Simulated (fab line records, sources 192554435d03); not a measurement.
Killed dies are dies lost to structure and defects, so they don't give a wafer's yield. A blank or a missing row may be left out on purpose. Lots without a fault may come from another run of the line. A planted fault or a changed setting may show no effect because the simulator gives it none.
Split-lot experiment | flow n5_finfet | 7 lots, 21 wafers read, on a route of 1938 steps

THE SPLIT
At N5_BEOL_M8_TRENCH_ETCH_37 (etches SiCOH lowk in C4F6/O2, target depth 93.478 nm, time 31.2 s), the setting time_s was moved away from the recipe's 31.2 s on 4 of the 21 wafers read, by -21.6% to +22.4%. The other wafers ran this setting at the recipe's value.

FROM THE SPLIT TO THE READING: what the file shows between them, 11 steps
- N5_BEOL_M8_ETCH_41: etches SiCN in CH3F/O2, target depth 31.9 nm, time 57.8 s
- N5_BEOL_M8_STRIP_80: strips in N2/H2, time 10 s
- N5_BEOL_M8_OCD_MEAS_38
- N5_BEOL_M8_HM_STRIP_39: strips TiN in peroxide tin strip, target depth 25 nm, time 158 s
- N5_BEOL_M8_SRD_40: time 30 s
- N5_BEOL_M8_ECD_50: material Cu, target thk 300 nm
- N5_BEOL_M8_ANNEAL_51: time 90 s
- N5_BEOL_M8_CMP_52: polishes, stops on SiCOH lowk, t overpolish 6.9 s, target thk 80 nm
- N5_BEOL_M8_THK_MEAS_53: measures by xrf
- N5_BEOL_M8_PRE_CLEAN_55: time 15 s
- N5_BEOL_M8_DEP_56: deposits SiCN from 3MS/NH3, target thk 10 nm, time 17.5 s

THE READING
M8_RS, in ohm/sq, at N5_BEOL_M8_RS_MEAS_57 (measures by four-point-probe). Fault-free wafers of this fab line usually give 0.291 ohm/sq, standard deviation 0.012 ohm/sq.

wafer  | tool, chamber at the split | time_s as run, s | against the recipe | M8_RS, ohm/sq | against lot-mates on the recipe
L081.2 | rie_diel-03, 0             | 31.2             | recipe             | 0.278         | -
L081.4 | rie_diel-03, 1             | 31.2             | recipe             | 0.286         | -
L081.6 | rie_diel-03, 2             | 31.2             | recipe             | 0.289         | -
L082.4 | rie_diel-03, 2             | 31.2             | recipe             | 0.307         | -
L082.5 | rie_diel-03, 1             | 38.18            | +22.4%             | 0.225         | -0.074
L082.6 | rie_diel-03, 0             | 31.2             | recipe             | 0.292         | -
L085.2 | rie_diel-02, 0             | 31.2             | recipe             | 0.316         | -
L085.3 | rie_diel-02, 3             | 31.2             | recipe             | 0.280         | -
L085.4 | rie_diel-02, 2             | 31.2             | recipe             | 0.286         | -
L086.1 | rie_diel-02, 1             | 31.2             | recipe             | 0.276         | -
L086.3 | rie_diel-02, 0             | 31.2             | recipe             | 0.307         | -
L086.5 | rie_diel-02, 3             | 31.2             | recipe             | 0.267         | -
L089.4 | rie_diel-06, 2             | 31.2             | recipe             | 0.297         | -
L089.5 | rie_diel-06, 1             | 24.94            | -20.1%             | 0.390         | +0.086
L089.6 | rie_diel-06, 0             | 31.2             | recipe             | 0.311         | -
L090.2 | rie_diel-06, 1             | 31.2             | recipe             | 0.273         | -
L090.3 | rie_diel-06, 0             | 29.43            | -5.7%              | 0.330         | +0.055
L090.4 | rie_diel-06, 2             | 31.2             | recipe             | 0.277         | -
L097.4 | rie_diel-06, 0             | 31.2             | recipe             | 0.314         | -
L097.5 | rie_diel-06, 2             | 31.2             | recipe             | 0.271         | -
L097.6 | rie_diel-06, 3             | 24.47            | -21.6%             | 0.413         | +0.120

THE FIT
A straight line over all 21 wafers: M8_RS changes by -0.00446 ohm/sq for each +1% of time_s; r = -0.90; the points scatter about the line by 0.018 ohm/sq.
The same after taking each lot's own level away (the mean of its wafers on the recipe; 21 wafers): -0.00444 ohm/sq for each +1%; r = -0.92; scatter 0.016 ohm/sq.
On that fit, the largest move of time_s shifts the reading by 0.099 ohm/sq.
The lots' own levels span 0.2750 to 0.3040 ohm/sq, that is 2.4 times the standard deviation above.
So the lot-to-lot level changes the slope little: the two slopes agree.
Check: with one of the wafers moved furthest among these (+22.4%) left out of the fit, the line predicts -0.113 ohm/sq for it against its lot-mates. It came out at -0.0745 ohm/sq against them.

OTHER SPLITS ON THESE WAFERS
These wafers also went through other splits before the reading. Each is held against what the fit with the lots' levels taken away leaves over:
other split on the same wafers     | wafers away from the commonest value | r with M8_RS (lot level and that fit taken away)
N5_BEOL_M7_TRENCH_ETCH_37 source_w | 5                                    | +0.06
N5_BEOL_M8_COAT_59 spin_rpm        | 7                                    | +0.16
N5_BEOL_M8_DESCUM_16 time_s        | 6                                    | -0.03
N5_BEOL_M8_ETCH_66 source_w        | 3                                    | -0.41

THE WHOLE CHAIN: every reading that the file lists as answering this split, in the file's order
step                      | what it does                                                        | reading                                                                      | change (the file's fit)               | r (the file's)
N5_BEOL_M8_TRENCH_ETCH_37 | etches SiCOH lowk in C4F6/O2, target depth 93.478 nm, time 31.2 s   | BEOL_M8.feature_depth_nm (the simulator's own value, which no gauge read)    | +0.876 nm for each +1% of the setting | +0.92
N5_BEOL_M8_TRENCH_ETCH_37 | etches SiCOH lowk in C4F6/O2, target depth 93.478 nm, time 31.2 s   | etch.depth_nm (the simulator's own value, which no gauge read)               | +0.877 nm for each +1% of the setting | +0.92
N5_BEOL_M8_OCD_MEAS_38    |                                                                     | trench_depth_nm                                                              | +0.884 nm for each +1% of the setting | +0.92
N5_BEOL_M8_CMP_52         | polishes, stops on SiCOH lowk, t overpolish 6.9 s, target thk 80 nm | Cu_of_BEOL_M8_ECD_50.thk_nm (the simulator's own value, which no gauge read) | +0.902 nm for each +1% of the setting | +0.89
N5_BEOL_M8_THK_MEAS_53    | measures by xrf                                                     | M8_THK                                                                       | +0.913 for each +1% of the setting    | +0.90
N5_BEOL_M8_RS_MEAS_57     | measures by four-point-probe                                        | M8_RS                                                                        | -0.0045 for each +1% of the setting   | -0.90

THE FILE'S OWN FIT
M8_RS changes by -0.0045 ohm/sq for each +1% of time_s, r = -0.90.
